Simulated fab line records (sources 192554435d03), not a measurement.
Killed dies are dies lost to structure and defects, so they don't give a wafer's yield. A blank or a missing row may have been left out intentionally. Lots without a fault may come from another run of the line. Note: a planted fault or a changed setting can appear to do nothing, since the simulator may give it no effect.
fab line records | flow n5Finfet
record lots=7 wafers=19 lastDay=18
route steps=1938 shown BEOL_M2@916 BEOL_M4@1111 PASSIVATION@1936
lots that met no fault: taken from a fault-free run of the same line
startH: the number of hours between the record's first day and the start of the first shown wafer of the lot | waitH: how many hours have passed since the lot's step before this one | " the same as in the row above | L1.1+2: one row covering several wafers at once | - no value present, or no start provided | * or withheld: withheld | < > ~ a bound
route shown NAME@n: a module of which the file shows steps, and the number in the route of the first | usual: average and standard deviation across the fault-free wafers | same: alike in all rows | chamber/n: place in a boat | sites: the reading at each site | _std_site: the standard deviation of these | _edge_site: inner sites' mean taken away from outer sites' mean | radiusMm: for every site, how far away it sits from the centre of the wafer | mask NAME#n: copy n | behind: the last tool/chamber to shape the wafer | hold: the reason the lot was held/the length of the hold in hours/how it ended | device: the transistor (n, p or np) that didn't switch | end of line: the route-end tests of the same wafers | step lacking rows: just its recipe | killed: at the first sort, the dies lost to defects and structure; wafer yield is something else | map: per-die view of a wafer (x killed, . not killed, _ where there is no die)
set.NAME: the run value of the setting; set.NAME@STEP: its run value at that earlier step | model.NAME: the simulator's own value behind a step, which no gauge read
a table for each step, a row for each wafer; lots at some steps of the route
services: when a tool's chamber went out of use (startH, in hours from the record's first day, below 0 if earlier), for how many hours, and the reason
## steps
# step N5_BEOL_M2_SPUTTER_92
# recipe material=Cu targetThkA=45 tempC=-20 chamberPressurePa=0.07 powerW=withheld timeS=8.29
# usual chamberPressurePa=0.07/0.00014 throttleValvePct=30.2/1.5
# columns lot.wafer tool chamber startH waitH chamberPressurePa throttleValvePct
L963.1 pvdSputter-03 - 178.69 0.1 0.07018 29.4
L963.2 " - " " 0.07005 27.1
L963.5 " - " " 0.06987 30.1
L964.3 pvdSputter-01 - 179.44 0.1 0.0703 31.0
L964.4 " - " " 0.06995 29.5
L964.6 " - " " 0.06991 28.6
L966.2 pvdSputter-03 - 187.09 0.1 0.06976 27.4
L966.3 " - " " 0.06993 33.6
L966.6 " - " " 0.07006 29.5
L969.2 pvdSputter-03 - 188.93 0.1 0.07022 27.3
L969.4 " - " " 0.07007 29.7
L969.5 " - " " 0.06999 30.1
L971.2 pvdSputter-03 - 202.73 0.1 0.06991 33.7
L971.4 " - " " 0.07009 29.5
L982.3 pvdSputter-01 - 270.73 0.1 0.06989 29.5
L982.6 " - " " 0.07005 28.7
L984.2 pvdSputter-03 - 282.00 0.1 0.07005 27.2
L984.4 " - " " 0.07009 29.7
L984.6 " - " " 0.0701 30.2
# step N5_BEOL_M2_ANNEAL_93
# recipe tempC=400 timeS=240 ambient=vacuum
# usual heaterPowerW=836/91
# columns lot.wafer tool chamber startH waitH heaterPowerW
L963.1 pvdSputter-03 - 178.77 0.0 958
L963.2 " - " " 850
L963.5 " - " " 812
L964.3 pvdSputter-01 - 179.52 0.0 979
L964.4 " - " " 767
L964.6 " - " " 783
L966.2 pvdSputter-03 - 187.17 0.0 841
L966.3 " - " " 923
L966.6 " - " " 970
L969.2 pvdSputter-03 - 189.01 0.0 835
L969.4 " - " " 949
L969.5 " - " " 795
L971.2 pvdSputter-03 - 202.81 0.0 942
L971.4 " - " " 937
L982.3 pvdSputter-01 - 270.81 0.0 780
L982.6 " - " " 776
L984.2 pvdSputter-03 - 282.08 0.0 862
L984.4 " - " " 976
L984.6 " - " " 805
# step N5_BEOL_M2_SPUTTER_94
# recipe material=Cu targetThkA=45 tempC=-20 chamberPressurePa=0.07 powerW=withheld timeS=8.29
# step N5_BEOL_M2_ANNEAL_95
# recipe tempC=400 timeS=240 ambient=vacuum
# usual heaterPowerW=836/90
# columns lot.wafer tool chamber startH waitH heaterPowerW
L963.1 pvdSputter-03 - 178.99 0.0 964
L963.2 " - " " 832
L963.5 " - " " 792
L964.3 pvdSputter-01 - 179.74 0.0 942
L964.4 " - " " 766
L964.6 " - " " 789
L966.2 pvdSputter-03 - 187.39 0.0 833
L966.3 " - " " 943
L966.6 " - " " 976
L969.2 pvdSputter-03 - 189.23 0.0 840
L969.4 " - " " 986
L969.5 " - " " 797
L971.2 pvdSputter-03 - 203.03 0.0 922
L971.4 " - " " 975
L982.3 pvdSputter-01 - 271.03 0.0 788
L982.6 " - " " 785
L984.2 pvdSputter-03 - 282.30 0.0 816
L984.4 " - " " 965
L984.6 " - " " 772
# step N5_BEOL_M2_SPUTTER_96
# recipe material=Cu targetThkA=45 tempC=-20 chamberPressurePa=0.07 powerW=withheld timeS=8.29
# usual chamberPressurePa=0.06998/0.00017 throttleValvePct=30.2/1.5
# columns lot.wafer tool chamber startH waitH chamberPressurePa throttleValvePct
L963.1 pvdSputter-03 - 179.13 0.1 0.06972 29.3
L963.2 " - " " 0.07005 27.3
L963.5 " - " " 0.0698 30.0
L964.3 pvdSputter-01 - 179.88 0.1 0.07022 31.3
L964.4 " - " " 0.07 29.9
L964.6 " - " " 0.06989 29.1
L966.2 pvdSputter-03 - 187.53 0.1 0.06997 27.2
L966.3 " - " " 0.07003 33.8
L966.6 " - " " 0.06979 29.7
L969.2 pvdSputter-03 - 189.37 0.1 0.07028 27.2
L969.4 " - " " 0.06984 29.6
L969.5 " - " " 0.07028 30.0
L971.2 pvdSputter-03 - 203.17 0.1 0.06975 33.6
L971.4 " - " " 0.0699 29.5
L982.3 pvdSputter-01 - 271.17 0.1 0.07006 29.7
L982.6 " - " " 0.06987 28.9
L984.2 pvdSputter-03 - 282.44 0.1 0.06979 27.3
L984.4 " - " " 0.06994 29.6
L984.6 " - " " 0.07016 30.0
# step N5_BEOL_M2_ECD_50
# recipe material=Cu targetThkA=3000
# step N5_BEOL_M2_ANNEAL_51
# recipe tempC=225 timeS=90 ambient=N2
# usual wafer_temp_C_max=226.3/0.38
# columns lot.wafer tool chamber startH waitH wafer_temp_C_max
L963.1 rtpAnneal-01 0 179.32 0.1 226.6
L963.2 " 0 " " 226.3
L963.5 " 0 " " 226.6
L964.3 rtpAnneal-01 0 180.17 0.1 227.0
L964.4 " 0 " " 226.6
L964.6 " 0 " " 226.9
L966.2 rtpAnneal-02 0 187.77 0.1 226.5
L966.3 " 0 " " 226.0
L966.6 " 0 " " 226.3
L969.2 rtpAnneal-02 0 189.61 0.1 226.6
L969.4 " 0 " " 225.8
L969.5 " 0 " " 226.5
L971.2 rtpAnneal-02 0 203.95 0.6 226.0
L971.4 " 0 " " 226.1
L982.3 rtpAnneal-02 0 271.46 0.1 226.0
L982.6 " 0 " " 226.1
L984.2 rtpAnneal-02 0 282.87 0.3 226.1
L984.4 " 0 " " 226.4
L984.6 " 0 " " 226.4
# step N5_BEOL_M2_CMP_52
# recipe stopOn=SiOC tOverpolishS=6.8 downForcePsi=1 platenRpm=50 clearingPlatenDownForcePsi=1.5 clearingPlatenRpm=50 postCmpClean=cuAlkaline targetThkNm=40 clearingPlatenPadVelocityMS=0.99484 padVelocityMS=0.99484
# step N5_BEOL_M2_THK_MEAS_53
# recipe thkMeasGauge=xrf reads=Cu_of_BEOL_M2_ECD_50
# usual M2_THK=39.4/1.6
# columns lot.wafer tool chamber startH waitH M2_THK[nm]
L963.1 filmMetro-01 - 179.93 - 38.9
L963.2 " - " " 36.5
L963.5 " - " " 38.1
L964.3 filmMetro-01 - 180.67 - 40.9
L964.4 " - " " 39.7
L964.6 " - " " 41.4
L966.2 filmMetro-01 - 188.32 - 40.3
L966.3 " - " " 42.4
L966.6 " - " " 41.6
L969.2 filmMetro-02 - 190.46 - 41.5
L969.4 " - " " 40.3
L969.5 " - " " 41.3
L971.2 filmMetro-01 - 204.50 - 38.1
L971.4 " - " " 39.4
L982.3 filmMetro-01 - 272.10 - 40.0
L982.6 " - " " 37.7
L984.2 filmMetro-02 - 283.42 - 40.9
L984.4 " - " " 40.3
L984.6 " - " " 38.9
# step N5_BEOL_M2_PRE_CLEAN_60
# recipe gas=NH3/H2 timeS=15 tempC=* rfPowerW=300
# step N5_BEOL_M2_CO_CAP_55
# recipe material=Co targetThkA=20 tempC=200 precursor=CCTBA/H2 pressureTorr=30 timeS=102.1
# step N5_BEOL_M2_PRE_CLEAN_56
# recipe gas=NH3 timeS=15 tempC=withheld rfPowerW=300
# step N5_BEOL_M2_DEP_57
# recipe material=SiCN targetThkA=80 tempC=withheld precursor=3MS/NH3 pressureTorr=3 rfW=202 timeS=14
# usual rfFwdPowerW=199.8/0.95 showerheadPlenumPTorr=3.667/0.013 throttleValvePct=9.0/0.3
# columns lot.wafer tool chamber startH waitH rfFwdPowerW showerheadPlenumPTorr throttleValvePct model.SiCN_of_BEOL_M2_DEP_57.thkNm
L963.1 pecvd-02 0 180.12 0.0 198.6 3.661 8.8 7.8
L963.2 " 1 " " 199.4 3.659 9.4 7.6
L963.5 " 2 " " 201.5 3.680 8.5 8
L964.3 pecvd-03 2 180.88 0.0 200.8 3.669 8.6 7.8
L964.4 " 1 " " 200.0 3.666 9.5 8.4
L964.6 " 0 " " 199.1 3.650 9.0 8
L966.2 pecvd-03 2 188.51 0.0 200.9 3.681 8.5 8.8
L966.3 " 1 " " 200.6 3.668 9.3 8.2
L966.6 " 1 " " 199.8 3.658 9.6 8.2
L969.2 pecvd-03 0 190.73 0.0 199.0 3.649 8.8 8.6
L969.4 " 0 " " 199.8 3.639 9.0 8
L969.5 " 1 " " 199.0 3.668 9.2 9
L971.2 pecvd-03 2 204.69 0.0 200.8 3.679 8.7 8.6
L971.4 " 1 " " 200.1 3.660 9.3 8.2
L982.3 pecvd-02 1 272.31 0.0 200.1 3.656 9.1 8.2
L982.6 " 0 " " 199.4 3.676 8.9 8.2
L984.2 pecvd-02 2 283.61 0.0 201.3 3.679 8.8 7.8
L984.4 " 0 " " 198.4 3.664 9.0 8.2
L984.6 " 2 " " 200.0 3.677 9.0 8.2
# step N5_BEOL_M2_RS_MEAS_58
# recipe thkMeasGauge=four-point-probe reads=Co_of_BEOL_M2_CO_CAP_55+Cu_of_BEOL_M2_ECD_50+Co_of_BEOL_M2_CVD_47+TaN_of_BEOL_M2_ALD_84
# usual M2_RS=0.67/0.034
# columns lot.wafer tool chamber startH waitH M2_RS[ohm/sq]
L963.1 filmMetro-01 - 180.19 0.0 0.67
L963.2 " - " " 0.73
L963.5 " - " " 0.69
L964.3 filmMetro-02 - 180.95 0.1 0.64
L964.4 " - " " 0.66
L964.6 " - " " 0.63
L966.2 filmMetro-01 - 188.58 0.1 0.64
L966.3 " - " " 0.61
L966.6 " - " " 0.62
L969.2 filmMetro-01 - 190.80 0.1 0.64
L969.4 " - " " 0.66
L969.5 " - " " 0.64
L971.2 filmMetro-01 - 204.76 0.1 0.70
L971.4 " - " " 0.67
L982.3 filmMetro-01 - 272.38 0.1 0.66
L982.6 " - " " 0.71
L984.2 filmMetro-02 - 283.68 0.1 0.65
L984.4 " - " " 0.65
L984.6 " - " " 0.68
# step N5_BEOL_M4_RC_MEAS_101
# usual DIBL_N=35.6/1.7 DIBL_P=35.0/2 IOFF_N=0.148/0.027 IOFF_P=0.19/0.032 ION_N=671/14 ION_P=460/9.1 SS_N=71.3/0.62 SS_P=73.0/0.64 VT_N=251/3.2 VT_P=-251.5/2.9
# columns lot.wafer tool chamber startH waitH DIBL_N[mV/V] DIBL_P[mV/V] IOFF_N[nA/um] IOFF_P[nA/um] ION_N[uA/um] ION_P[uA/um] SS_N[mV/dec] SS_P[mV/dec] VT_N[mV] VT_P[mV]
L963.1 prober-02 0 204.27 0.0 35.8 35.0 0.165 0.22 690 474 71.6 73.4 245 -248.2
L963.2 " 0 " " 34.8 33.4 0.146 0.19 685 472 70.4 72.8 246 -250.7
L963.5 " 0 " " 34.9 33.5 0.144 0.19 677 458 71.1 72.5 250 -248.8
L964.3 prober-01 0 205.66 0.3 35.0 33.8 0.124 0.17 659 449 71.2 73.1 255 -254.5
L964.4 " 0 " " 36.1 35.8 0.142 0.22 655 454 70.8 72.8 253 -250.8
L964.6 " 0 " " 34.2 33.1 0.109 0.16 652 452 70.5 73.1 257 -255.3
L969.2 prober-02 0 215.76 0.2 35.3 34.3 0.155 0.19 677 456 71.8 73.3 249 -252.8
L969.4 " 0 " " 33.4 31.3 0.121 0.15 666 453 70.4 71.9 253 -255.4
L969.5 " 0 " " 34.8 33.3 0.147 0.18 687 465 70.6 72.7 249 -249.8
L966.2 prober-01 0 245.07 0.2 33.0 33.4 0.124 0.16 669 451 70.9 71.9 250 -253.5
L966.3 " 0 " " 29.8 30.2 0.090 0.13 653 445 69.7 72.0 257 -257.7
L966.6 " 0 " " 33.6 35.3 0.132 0.18 665 453 71.1 72.7 251 -250.8
L971.2 prober-01 0 248.16 0.2 35.6 36.5 0.177 0.26 672 466 72.5 73.7 246 -245.6
L971.4 " 0 " " 34.0 34.0 0.146 0.21 679 463 71.8 73.2 252 -248.5
L982.3 prober-02 0 305.54 0.3 37.1 35.2 0.139 0.20 672 466 71.4 72.7 254 -249.0
L982.6 " 0 " " 36.0 34.7 0.131 0.19 667 458 71.0 73.1 252 -251.6
L984.2 prober-01 0 322.17 0.2 37.2 37.1 0.165 0.21 673 462 70.8 73.0 246 -249.8
L984.4 " 0 " " 37.3 36.3 0.151 0.18 671 452 71.6 73.3 252 -255.0
L984.6 " 0 " " 37.2 37.4 0.156 0.20 682 466 71.9 73.2 252 -252.4
# step N5_PASSIVATION_PROBE_49
# usual defectLimitedYield=91.2/1.6 killed_at_M0_to_M3=35/11 killed_at_M4_up=14/5.4 killedAtContacts=13/6 killedAtFrontEnd=38/11 killedAtOther=3.4/2.6 killedDies=104/19 killedOpen=68/13 killedShort=34/8.5 sort_bin_5_function=5.1/1 sort_bin_6_memory=3.3/0.72 sort_bin_8_speed=0.1/0.9 sortNPass=1075/22 sortYieldPct=91.1/1.9
# same grossDies=1180 killedAtBackSide=0 sort_bin_4_leakage[%]=0
# columns lot.wafer tool chamber startH waitH defectLimitedYield[%] killed_at_M0_to_M3 killed_at_M4_up killedAtContacts killedAtFrontEnd killedAtOther killedDies killedOpen killedShort sort_bin_5_function[%] sort_bin_6_memory[%] sort_bin_8_speed[%] sortNPass sortYieldPct[%]
L964.3 prober-01 - 319.48 0.1 92.4 42 3 12 30 3 90 58 30 4.3 2.8 0 1090 92.4
L964.4 prober-01 - 319.53 0.2 88.7 37 9 20 61 6 133 83 48 7.2 3.7 0 1047 88.7
L964.6 prober-01 - 319.63 0.3 87.9 75 7 15 37 9 143 83 57 6.0 5.0 0 1037 87.9
L963.1 prober-02 - 320.27 0.2 92.9 41 12 2 26 3 84 52 32 3.6 3.2 0 1096 92.9
L963.2 prober-02 - 320.32 0.2 91.8 41 13 14 27 2 97 62 29 4.2 3.1 0 1083 91.8
L963.5 prober-02 - 320.47 0.4 94.2 39 12 3 14 1 69 46 23 4.0 1.7 0 1111 94.2
L969.2 prober-01 - 333.53 0.1 91.4 41 22 4 34 1 102 70 32 4.8 3.6 0 1078 91.4
L969.4 prober-01 - 333.63 0.2 91.1 37 10 15 40 3 105 69 30 4.9 3.2 0 1075 91.1
L969.5 prober-01 - 333.68 0.2 93.3 29 14 4 30 2 79 49 29 4.5 2.0 0 1101 93.3
L966.2 prober-01 - 353.84 0.1 92.9 24 18 12 26 4 84 57 27 4.5 2.5 0 1096 92.9
L971.2 prober-02 - 362.64 0.1 90.3 46 11 4 50 3 114 66 48 5.2 3.8 0 1066 90.3
L982.3 prober-01 - 409.07 0.1 89.3 45 10 29 40 2 126 82 43 6.7 3.8 0 1054 89.3
L982.6 prober-01 - 409.22 0.3 89.0 57 20 19 33 1 130 90 40 6.1 4.6 0 1050 89.0
L984.2 prober-01 - 436.58 0.1 92.0 25 15 8 43 3 94 65 27 5.2 2.5 0 1086 92.0
L984.4 prober-01 - 436.68 0.2 92.6 23 12 8 39 5 87 50 34 4.0 2.9 0 1093 92.6
L984.6 prober-01 - 436.78 0.3 91.7 26 16 13 43 0 98 58 39 5.6 2.5 0 1082 91.7
# killed by level:class
L964.3 BEOL_M0_SAQP:geometricParticle:short=12 MOL_CONTACT_COAG:geometricParticle:open=10 BEOL_M2:geometricParticle:open=9 STI_FIN_REVEAL:geometricParticle:open=7 BEOL_M0_SAQP:geometricParticle:open=7 BEOL_M1:geometricParticle:open=5 BEOL_M3:geometricParticle:open=5 FIN_SAQP:geometricParticle:open=4
L964.4 STI_FIN_REVEAL:geometricParticle:open=18 FIN_SAQP:geometricParticle:short=17 MOL_CONTACT_COAG:geometricParticle:open=16 BEOL_M2:geometricParticle:open=11 FIN_SAQP:geometricParticle:open=8 BEOL_M0_SAQP:geometricParticle:short=8 BEOL_M1:geometricParticle:open=6 GATE_CUT:geometricParticle:short=4
L964.6 BEOL_M0_SAQP:geometricParticle:short=21 BEOL_M0_SAQP:geometricParticle:open=16 MOL_CONTACT_COAG:geometricParticle:open=12 BEOL_M2:geometricParticle:open=11 BEOL_M3:geometricParticle:open=9 FIN_SAQP:geometricParticle:open=7 STI_FIN_REVEAL:geometricParticle:open=7 BEOL_M3:geometricParticle:short=7
L963.1 BEOL_M3:geometricParticle:open=13 BEOL_M0_SAQP:geometricParticle:open=8 BEOL_M0_SAQP:geometricParticle:short=7 BEOL_M1:geometricParticle:open=7 STARTING-WAFER:geometricParticle:short=7 FIN_SAQP:geometricParticle:short=4 BEOL_M4:geometricParticle:open=4 GATE_CUT:geometricParticle:short=3
L963.2 MOL_CONTACT_COAG:geometricParticle:open=12 BEOL_M0_SAQP:geometricParticle:short=12 BEOL_M1:geometricParticle:open=11 BEOL_M0_SAQP:geometricParticle:open=6 BEOL_M4:geometricParticle:open=6 HKMG_FIN:areaEtch=6 BEOL_M3:geometricParticle:open=5 STARTING-WAFER:geometricParticle:short=5
L963.5 BEOL_M1:geometricParticle:open=8 BEOL_M0_SAQP:geometricParticle:open=6 BEOL_M0_SAQP:geometricParticle:short=6 BEOL_M3:geometricParticle:open=6 BEOL_M4:geometricParticle:open=6 BEOL_M0:geometricParticle:short=4 BEOL_M1:geometricParticle:short=4 FIN_SAQP:geometricParticle:open=3
L969.2 BEOL_M4:geometricParticle:open=11 BEOL_M0_SAQP:geometricParticle:short=9 BEOL_M3:geometricParticle:open=9 FIN_SAQP:geometricParticle:short=7 BEOL_M0_SAQP:geometricParticle:open=7 BEOL_M2:geometricParticle:open=7 FIN_SAQP:geometricParticle:open=6 STI_FIN_REVEAL:geometricParticle:open=4
L969.4 MOL_CONTACT_COAG:geometricParticle:open=11 BEOL_M2:geometricParticle:open=9 BEOL_M3:geometricParticle:open=8 BEOL_M1:geometricParticle:open=7 FIN_SAQP:geometricParticle:open=5 GATE_CUT:geometricParticle:short=5 BEOL_M2:geometricParticle:short=5 BEOL_M4:geometricParticle:open=5
L969.5 BEOL_M3:geometricParticle:open=11 FIN_SAQP:geometricParticle:short=8 BEOL_M0_SAQP:geometricParticle:short=6 GATE_CUT:geometricParticle:open=5 DUMMY_GATE:geometricParticle:open=4 GATE_CUT:geometricParticle:short=4 BEOL_M0_SAQP:geometricParticle:open=4 BEOL_M2:geometricParticle:open=4
L966.2 BEOL_M0_SAQP:geometricParticle:open=13 BEOL_M4:geometricParticle:open=11 MOL_CONTACT_COAG:geometricParticle:open=10 BEOL_M0_SAQP:geometricParticle:short=8 FIN_SAQP:geometricParticle:short=5 FIN_SAQP:geometricParticle:open=4 STI_FIN_REVEAL:geometricParticle:open=4 DUMMY_GATE:geometricParticle:open=3
L971.2 BEOL_M0_SAQP:geometricParticle:short=17 BEOL_M0_SAQP:geometricParticle:open=15 FIN_SAQP:geometricParticle:open=13 STI_FIN_REVEAL:geometricParticle:open=11 FIN_SAQP:geometricParticle:short=8 BEOL_M4:geometricParticle:open=8 STARTING-WAFER:geometricParticle:short=7 BEOL_M3:geometricParticle:short=6
L982.3 MOL_CONTACT_COAG:geometricParticle:open=19 FIN_SAQP:geometricParticle:open=14 BEOL_M0_SAQP:geometricParticle:open=12 MOL_CONTACT_COAG:geometricParticle:short=10 BEOL_M2:geometricParticle:open=8 BEOL_M3:geometricParticle:short=8 BEOL_M3:geometricParticle:open=8 FIN_SAQP:geometricParticle:short=7
L982.6 MOL_CONTACT_COAG:geometricParticle:open=16 BEOL_M3:geometricParticle:open=16 BEOL_M4:geometricParticle:open=14 BEOL_M0_SAQP:geometricParticle:short=12 FIN_SAQP:geometricParticle:open=9 BEOL_M2:geometricParticle:open=8 BEOL_M0_SAQP:geometricParticle:open=8 FIN_SAQP:geometricParticle:short=7
L984.2 FIN_SAQP:geometricParticle:open=11 BEOL_M3:geometricParticle:open=6 MOL_CONTACT_COAG:geometricParticle:open=6 BEOL_M2:geometricParticle:open=6 BEOL_M4:geometricParticle:open=6 STI_FIN_REVEAL:geometricParticle:open=5 BEOL_M1:geometricParticle:open=5 FIN_SAQP:geometricParticle:short=4
L984.4 GATE_CUT:geometricParticle:short=12 FIN_SAQP:geometricParticle:short=5 MOL_CONTACT_COAG:geometricParticle:open=5 BEOL_M0_SAQP:geometricParticle:open=5 BEOL_M3:geometricParticle:open=5 BEOL_M4:geometricParticle:open=5 STI_FIN_REVEAL:geometricParticle:open=4 GATE_CUT:geometricParticle:open=4
L984.6 STI_FIN_REVEAL:geometricParticle:open=9 FIN_SAQP:geometricParticle:short=8 MOL_CONTACT_COAG:geometricParticle:open=8 FIN_SAQP:geometricParticle:open=7 GATE_CUT:geometricParticle:short=6 BEOL_M0_SAQP:geometricParticle:short=6 MOL_CONTACT_COAG:geometricParticle:short=5 BEOL_M3:geometricParticle:open=5
## services
# columns tool chamber startH hours kind
rtpAnneal-01 - 193.00 75.2 pm
pecvd-03 - 203.07 0.6 repair
pecvd-02 - 213.43 0.8 repair
pvdSputter-03 - 239.40 1.2 repair
pecvd-03 2 241.42 8.2 repair
## key
firstSign none at tools or gauges
modelEffect step=N5_BEOL_M2_DEP_57 value=SiCN_of_BEOL_M2_DEP_57.thkNm without=8.05 struck=8.75
metAt N5_BEOL_M2_DEP_57
struckWafers L966.2,L969.2,L969.5,L971.2
onsetBetween 180.88 188.51
fault kind=processParameterDrift tool=pecvd-03 chamber=- onsetH=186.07 steps=N5_BEOL_M2_DEP_57 channel=timeS offset=* shape=step endH=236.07 scope=struckWafersOnly actsIn=* stated=*
